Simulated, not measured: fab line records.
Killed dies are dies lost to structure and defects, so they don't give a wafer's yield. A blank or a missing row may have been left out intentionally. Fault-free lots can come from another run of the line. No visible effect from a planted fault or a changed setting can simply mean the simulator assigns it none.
Comparing a struck lot with a sound one || flow n5_finfet || 15 steps out of a route of 1938
Sound: these wafers, L972.2, L972.4, L972.5. Struck: wafer L985.2 (left out: L985.4, L985.5 of the same lot, which were not struck); the cause appears at the end.
For every step that has rows: the tool of each side, followed by ch and its chambers, followed by its first start. Under that, the readings that differ: sound wafers || struck wafers || difference of the means || sigmas: that difference in standard deviations of wafers without a fault.
alike: a reading whose means differ by less than 2 such deviations, as well as words and numbers matching on both sides. not compared: withheld readings; readings where some wafer has no value; bounds like >300 that might hide an equal value; numbers whose values overlap and for which the record gives no deviation.
A row with sigmas, a row that says differs or no value, or rows on one side alone: a step with any of these is where the two part. Numbers that don't overlap but have no deviation are shown without sigmas and don't part them. A reading missing from all wafers of one side parts the sides only when that side holds two or more wafers.

first, 6 steps without rows for these wafers: N5_BEOL_M4_COAT_22 (resist thk 30 nm); N5_BEOL_M4_EBR_24; N5_BEOL_M4_SOFTBAKE_23 (time 60 s); N5_BEOL_M4_EXPOSE_25 (exposes mask V3, defocus 5 nm); N5_BEOL_M4_PEB_26 (peb time 60 s); N5_BEOL_M4_DEVELOP_27 (develop time 30 s).
N5_BEOL_M4_CD_MEAS_28: target cd 26.2 nm, target cd y 24.1 nm.
  sound on cd_sem-01 ch 0, day 9 05:53; struck on cd_sem-03 ch 0, day 13 08:31
  alike: cd_nm
N5_BEOL_M4_OVL_MEAS_29:
  sound on overlay-01 ch 0, day 9 05:55; struck on overlay-02 ch 0, day 13 08:33
  alike: V3_OVL
N5_BEOL_M4_INSPECT_30: inspects for defects (brightfield).
  sound: defect_inspect-01 at day 9 05:58; struck: defect_inspect-01 at day 13 08:36
  alike: raw_defect_count
N5_BEOL_M4_DESCUM_33: chemistry O2, time 7 s.
  sound on rie_diel-05 ch 0,2, day 9 06:01; struck on rie_diel-01 ch 0, day 13 09:19
  alike: drypump_motor_current_A, oes_product_au, rf_vpp_V, showerhead_plenum_p_Torr, throttle_valve_pct
  not compared: rf_hours_counter_h
N5_BEOL_M4_ETCH_77: etches underlayer in N2/H2, target depth 6.5 nm, time 5.2 s.
  sound on rie_diel-05 ch 0,2, day 9 06:02; struck on rie_diel-01 ch 0, day 13 09:21
{"reading": "h2_flow_sccm (sccm)", "sound": "199.7 200.4 200.3", "struck": 198.6, "difference": -1.5, "sigmas": -2}
  alike: drypump_motor_current_A, etch_rf_on_time_s, oes_product_au, rf_vpp_V, showerhead_plenum_p_Torr, throttle_valve_pct
  not compared: rf_hours_counter_h
N5_BEOL_M4_ETCH_69: etches SiARC in CF4, target depth 15.6 nm, time 26 s.
  sound on rie_diel-05 ch 0,2, day 9 06:04; struck on rie_diel-01 ch 0, day 13 09:22
  alike: drypump_motor_current_A, etch_rf_on_time_s, oes_product_au, rf_vpp_V, showerhead_plenum_p_Torr, throttle_valve_pct
  not compared: rf_hours_counter_h
N5_BEOL_M4_ALD_98: deposits SiO2, target thk 2.5 nm, pulse time 1 s, co reactant pulse time 1 s.
  sound on ald_sin-02 ch 2,3, day 9 06:14; struck on ald_sin-02 ch 1, day 13 09:27
{"reading": "susceptor_temp_C (C)", "sound": "100.14 100.07 100.22", "struck": 98.84, "difference": -1.30, "sigmas": -9}
  alike: heater_power_w, precursor_pulse_height_rel
N5_BEOL_M4_ETCHBACK_99: etches SiO2 in CHF3, target depth 5 nm, time 10.4 s.
  sound on rie_diel-01 ch 1,2,3, day 9 11:00; struck on rie_diel-05 ch 2, day 13 16:25
{"reading": "oes_product_au (a.u.)", "sound": "0.71 0.70 0.67", "struck": 0.89, "difference": "+0.20", "sigmas": "+2"}
{"reading": "rf_vpp_V (V)", "sound": "244 234 242", "struck": 249, "difference": "+9", "sigmas": "+2"}
{"reading": "throttle_valve_pct (%)", "sound": "17.15 17.31 17.10", "struck": 16.81, "difference": -0.38, "sigmas": -2}
  alike: drypump_motor_current_A, showerhead_plenum_p_Torr
  not compared: rf_hours_counter_h
N5_BEOL_M4_RC_MEAS_101:
  sound on prober-01 ch 0, day 9 16:50; struck on prober-02 ch 0, day 13 21:31
{"reading": "VT_P (mV)", "sound": "-246 -250 -245", "struck": -257, "difference": -10, "sigmas": -3}
  alike: DIBL_N, DIBL_P, IOFF_N, IOFF_P, ION_N, ION_P, SS_N, SS_P, VT_N

WHERE THEY PART
At N5_BEOL_M4_ETCH_77 first; at N5_BEOL_M4_RC_MEAS_101 last (within this record only).

WHY: whatever the simulator had introduced
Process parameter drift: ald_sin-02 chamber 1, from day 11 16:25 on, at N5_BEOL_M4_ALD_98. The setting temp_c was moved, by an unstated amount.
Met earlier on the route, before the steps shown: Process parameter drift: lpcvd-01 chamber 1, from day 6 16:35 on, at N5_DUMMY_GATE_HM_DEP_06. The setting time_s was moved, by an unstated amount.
